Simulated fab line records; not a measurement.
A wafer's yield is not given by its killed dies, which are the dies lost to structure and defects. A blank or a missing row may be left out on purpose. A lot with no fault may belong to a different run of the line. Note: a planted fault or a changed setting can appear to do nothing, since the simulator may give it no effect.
Matching of chambers / flow nandHarc / NHARC_A_CONTACT_DEP_24 on pecvd-01 has 3 sister chambers
The step deposits SiO2, target thk 500 nm. 6 wafers are shown with their chamber, then 8 later ones without.

WAFERS PAIRED WITH THEIR CHAMBERS
wafer=L081.2; chamber=1; heaterPowerW (W)=416; throttleValvePct (%)=15.8
wafer=L081.4; chamber=0; heaterPowerW (W)=517; throttleValvePct (%)=15.8
wafer=L081.5; chamber=1; heaterPowerW (W)=423; throttleValvePct (%)=15.9
wafer=L086.5; chamber=2; heaterPowerW (W)=544; throttleValvePct (%)=15.3
wafer=L086.6; chamber=0; heaterPowerW (W)=516; throttleValvePct (%)=15.3
wafer=L088.2; chamber=2; heaterPowerW (W)=576; throttleValvePct (%)=15.3

WAFERS WITHOUT THEIR CHAMBER
wafer=L088.3; heaterPowerW (W)=451; throttleValvePct (%)=15.8
wafer=L088.4; heaterPowerW (W)=680; throttleValvePct (%)=15.8
wafer=L091.1; heaterPowerW (W)=455; throttleValvePct (%)=16.4
wafer=L091.3; heaterPowerW (W)=583; throttleValvePct (%)=16.1
wafer=L091.5; heaterPowerW (W)=596; throttleValvePct (%)=15.9
wafer=L096.2; heaterPowerW (W)=642; throttleValvePct (%)=15.8
wafer=L096.4; heaterPowerW (W)=651; throttleValvePct (%)=15.8
wafer=L096.5; heaterPowerW (W)=401; throttleValvePct (%)=15.3

EACH ONE'S CHAMBER
wafer=L088.3; from the rows above=1; in truth=1
wafer=L088.4; from the rows above=2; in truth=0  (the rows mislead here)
wafer=L091.1; from the rows above=1; in truth=1
wafer=L091.3; from the rows above=can't be placed: 2 or 0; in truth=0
wafer=L091.5; from the rows above=2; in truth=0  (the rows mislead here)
wafer=L096.2; from the rows above=2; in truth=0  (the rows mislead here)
wafer=L096.4; from the rows above=2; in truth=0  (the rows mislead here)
wafer=L096.5; from the rows above=1; in truth=1
Placed correctly: 3 of 8. These rows do not allow placing 1 (true chamber among the candidates in 1). Wrongly placed: 4.
How it was worked out, from the rows above alone: a wafer's distance from a chamber is the root of the sum, over the readings, of the square of ((its reading less the chamber's mean) divided by the reading's scatter). The wafer belongs to the nearest chamber; if the next one is less than 2 further off, it can't be placed. A chamber's mean is the mean of its shown wafers. The scatter is the square root of a quotient: the sum, over the shown wafers, of each reading's squared deviation from its chamber's mean, divided by wafers minus chambers.
